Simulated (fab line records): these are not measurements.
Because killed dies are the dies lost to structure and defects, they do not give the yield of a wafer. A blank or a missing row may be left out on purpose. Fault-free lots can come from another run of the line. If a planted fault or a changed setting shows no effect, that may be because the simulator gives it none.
Chamber matching / flow n5Finfet / 4 sister chambers for N5_DUMMY_GATE_HM_OPEN_21 on rieDiel-06
The step chemistry CH3F/O2, target SiNx, target depth 120 nm, time 171.4 s. 4 wafers are shown with their chamber, then 12 later ones without.

WAFERS WITH THEIR CHAMBER
wafer=L088.3; chamber=1; showerheadPlenumPTorr (Torr)=2.00
wafer=L088.4; chamber=0; showerheadPlenumPTorr (Torr)=1.94
wafer=L089.2; chamber=3; showerheadPlenumPTorr (Torr)=2.12
wafer=L089.5; chamber=2; showerheadPlenumPTorr (Torr)=1.98

WAFERS WITHOUT THEIR CHAMBER
wafer=L091.3; showerheadPlenumPTorr (Torr)=2.00
wafer=L091.5; showerheadPlenumPTorr (Torr)=2.00
wafer=L091.6; showerheadPlenumPTorr (Torr)=1.98
wafer=L093.2; showerheadPlenumPTorr (Torr)=2.00
wafer=L093.4; showerheadPlenumPTorr (Torr)=2.00
wafer=L093.6; showerheadPlenumPTorr (Torr)=2.12
wafer=L094.3; showerheadPlenumPTorr (Torr)=2.00
wafer=L094.5; showerheadPlenumPTorr (Torr)=2.00
wafer=L094.6; showerheadPlenumPTorr (Torr)=1.93
wafer=L097.1; showerheadPlenumPTorr (Torr)=1.93
wafer=L097.3; showerheadPlenumPTorr (Torr)=2.12
wafer=L097.6; showerheadPlenumPTorr (Torr)=2.12

EACH ONE'S CHAMBER
wafer=L091.3; from the rows above=1; in truth=1
wafer=L091.5; from the rows above=1; in truth=1
wafer=L091.6; from the rows above=2; in truth=2
wafer=L093.2; from the rows above=1; in truth=1
wafer=L093.4; from the rows above=1; in truth=1
wafer=L093.6; from the rows above=3; in truth=3
wafer=L094.3; from the rows above=1; in truth=1
wafer=L094.5; from the rows above=1; in truth=1
wafer=L094.6; from the rows above=0; in truth=0
wafer=L097.1; from the rows above=0; in truth=0
wafer=L097.3; from the rows above=3; in truth=3
wafer=L097.6; from the rows above=3; in truth=3
12 of 12 placed correctly. From these rows, 0 cannot be placed. Wrongly placed: 0.
How it was worked out, from the rows above alone: a wafer's distance from a chamber is the root of the sum, over the readings, of the square of ((its reading less the chamber's mean) divided by the reading's scatter). The wafer belongs to the nearest chamber; if the next one is less than 2 further off, it can't be placed. For every chamber, the mean is computed from those of its wafers that are shown. The scatter: with one shown wafer a chamber, the root of the mean of the squares of how far each hidden wafer lies from its nearest shown one.
